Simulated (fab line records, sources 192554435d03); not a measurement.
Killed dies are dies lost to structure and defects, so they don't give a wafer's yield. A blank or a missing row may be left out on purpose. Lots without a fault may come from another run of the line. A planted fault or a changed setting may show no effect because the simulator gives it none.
Split-lot experiment | flow n5_finfet | 7 lots, 39 wafers read, on a route of 1938 steps

THE SPLIT
At N5_BEOL_M5_TRENCH_ETCH_37 (etches SiCOH lowk in C4F6/O2, target depth 71.652 nm, time 24.7 s), the setting time_s was moved away from the recipe's 24.7 s on 15 of the 39 wafers read, by -35.0% to +50.7%. The other wafers ran this setting at the recipe's value.

FROM THE SPLIT TO THE READING: what the file shows between them, 8 steps
- N5_BEOL_M5_ETCH_41: etches SiCN in CH3F/O2, target depth 31.5 nm, time 56.7 s
- N5_BEOL_M5_STRIP_91: strips in N2/H2, time 10 s
- N5_BEOL_M5_OCD_MEAS_38
- N5_BEOL_M5_HM_STRIP_39: strips TiN in peroxide tin strip, target depth 25 nm, time 158 s
- N5_BEOL_M5_SRD_40: time 30 s
- N5_BEOL_M5_ECD_50: material Cu, target thk 300 nm
- N5_BEOL_M5_ANNEAL_51: time 90 s
- N5_BEOL_M5_CMP_52: polishes, stops on SiCOH lowk, t overpolish 6.9 s, target thk 62 nm

THE READING
M5_THK, in nm, at N5_BEOL_M5_THK_MEAS_53 (measures by xrf). Fault-free wafers of this fab line usually give 61.4 nm, standard deviation 1.3 nm.

wafer  | tool, chamber at the split | time_s as run, s | against the recipe | M5_THK, nm | against lot-mates on the recipe
L079.1 | rie_diel-01, 0             | 16.05            | -35.0%             | 37.0       | -24.0
L079.2 | rie_diel-01, 3             | 24.7             | recipe             | 61.4       | -
L079.3 | rie_diel-01, 1             | 24.7             | recipe             | 60.3       | -
L079.4 | rie_diel-01, 0             | 16.05            | -35.0%             | 36.2       | -24.8
L079.5 | rie_diel-01, 3             | 16.05            | -35.0%             | 37.4       | -23.6
L079.6 | rie_diel-01, 1             | 24.7             | recipe             | 61.4       | -
L083.1 | rie_diel-06, 2             | 37.22            | +50.7%             | 94.1       | +34.3
L083.2 | rie_diel-06, 0             | 24.7             | recipe             | 59.7       | -
L083.3 | rie_diel-06, 1             | 24.7             | recipe             | 61.1       | -
L083.4 | rie_diel-06, 2             | 37.22            | +50.7%             | 95.3       | +35.5
L083.5 | rie_diel-06, 0             | 24.7             | recipe             | 58.6       | -
L083.6 | rie_diel-06, 1             | 37.22            | +50.7%             | 97.2       | +37.4
L084.1 | rie_diel-06, 2             | 24.7             | recipe             | 60.8       | -
L084.5 | rie_diel-06, 1             | 24.7             | recipe             | 60.7       | -
L084.6 | rie_diel-06, 2             | 24.7             | recipe             | 60.0       | -
L086.1 | rie_diel-06, 3             | 34.47            | +39.6%             | 91.0       | +29.7
L086.2 | rie_diel-06, 1             | 34.47            | +39.6%             | 91.4       | +30.1
L086.3 | rie_diel-06, 2             | 24.7             | recipe             | 61.1       | -
L086.4 | rie_diel-06, 0             | 24.7             | recipe             | 59.9       | -
L086.5 | rie_diel-06, 3             | 24.7             | recipe             | 62.8       | -
L086.6 | rie_diel-06, 0             | 34.47            | +39.6%             | 88.9       | +27.6
L091.1 | rie_diel-03, 0             | 24.7             | recipe             | 60.5       | -
L091.2 | rie_diel-03, 1             | 24.7             | recipe             | 60.1       | -
L091.3 | rie_diel-03, 3             | 24.7             | recipe             | 59.5       | -
L091.4 | rie_diel-03, 0             | 24.7             | recipe             | 58.6       | -
L091.5 | rie_diel-03, 3             | 24.7             | recipe             | 57.8       | -
L091.6 | rie_diel-03, 1             | 24.7             | recipe             | 60.5       | -
L092.1 | rie_diel-06, 3             | 24.7             | recipe             | 62.6       | -
L092.2 | rie_diel-06, 2             | 24.7             | recipe             | 62.6       | -
L092.3 | rie_diel-06, 1             | 24.7             | recipe             | 62.4       | -
L092.4 | rie_diel-06, 0             | 28.66            | +16.0%             | 71.0       | +8.5
L092.5 | rie_diel-06, 1             | 28.66            | +16.0%             | 72.1       | +9.6
L092.6 | rie_diel-06, 2             | 28.66            | +16.0%             | 71.3       | +8.8
L089.1 | rie_diel-03, 0             | 36.77            | +48.9%             | 93.1       | +33.3
L089.2 | rie_diel-03, 1             | 24.7             | recipe             | 59.8       | -
L089.3 | rie_diel-03, 3             | 24.7             | recipe             | 59.9       | -
L089.4 | rie_diel-03, 2             | 36.77            | +48.9%             | 93.9       | +34.1
L089.5 | rie_diel-03, 0             | 36.77            | +48.9%             | 94.0       | +34.2
L089.6 | rie_diel-03, 3             | 24.7             | recipe             | 59.6       | -

THE FIT
A straight line over all 39 wafers: M5_THK changes by +0.695 nm for each +1% of time_s; r = +1.00; the points scatter about the line by 1.4 nm.
The same after taking each lot's own level away (the mean of its wafers on the recipe; 39 wafers): +0.702 nm for each +1%; r = +1.00; scatter 1.1 nm.
On that fit, the largest move of time_s shifts the reading by 36 nm.
The lots' own levels span 59.50 to 62.53 nm, that is 2.3 times the standard deviation above.
So the lot-to-lot level changes the slope little: the two slopes agree.
Check: with one of the wafers moved furthest among these (+50.7%) left out of the fit, the line predicts +35.7 nm for it against its lot-mates. It came out at +34.3 nm against them.

THE WHOLE CHAIN: every reading that the file lists as answering this split, in the file's order
step                      | what it does                                                        | reading                                                                          | change (the file's fit)                                                              | r (the file's)
N5_BEOL_M5_TRENCH_ETCH_37 | etches SiCOH lowk in C4F6/O2, target depth 71.652 nm, time 24.7 s   | BEOL_M5.feature_depth_nm (the simulator's own value, which no gauge read)        | +0.721 nm for each +1% of the setting                                                | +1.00
N5_BEOL_M5_TRENCH_ETCH_37 | etches SiCOH lowk in C4F6/O2, target depth 71.652 nm, time 24.7 s   | etch.depth_nm (the simulator's own value, which no gauge read)                   | +0.721 nm for each +1% of the setting                                                | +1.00
N5_BEOL_M5_TRENCH_ETCH_37 | etches SiCOH lowk in C4F6/O2, target depth 71.652 nm, time 24.7 s   | TiN_of_BEOL_M5_HM_DEP_02.thk_nm (the simulator's own value, which no gauge read) | -0.0216 nm for each +1% of the setting                                               | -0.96
N5_BEOL_M5_OCD_MEAS_38    |                                                                     | trench_depth_nm                                                                  | +0.723 nm for each +1% of the setting                                                | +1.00
N5_BEOL_M5_CMP_52         | polishes, stops on SiCOH lowk, t overpolish 6.9 s, target thk 62 nm | Cu_of_BEOL_M5_ECD_50.thk_nm (the simulator's own value, which no gauge read)     | +0.714 nm for each +1% of the setting                                                | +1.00
N5_BEOL_M5_THK_MEAS_53    | measures by xrf                                                     | M5_THK                                                                           | +0.702 for each +1% of the setting                                                   | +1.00
N5_BEOL_M5_RS_MEAS_57     | measures by four-point-probe                                        | M5_RS                                                                            | not straight: 0.720 at the lowest setting, 0.388 at the recipe, 0.227 at the highest | not given

THE FILE'S OWN FIT
M5_THK changes by +0.702 nm for each +1% of time_s, r = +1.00.
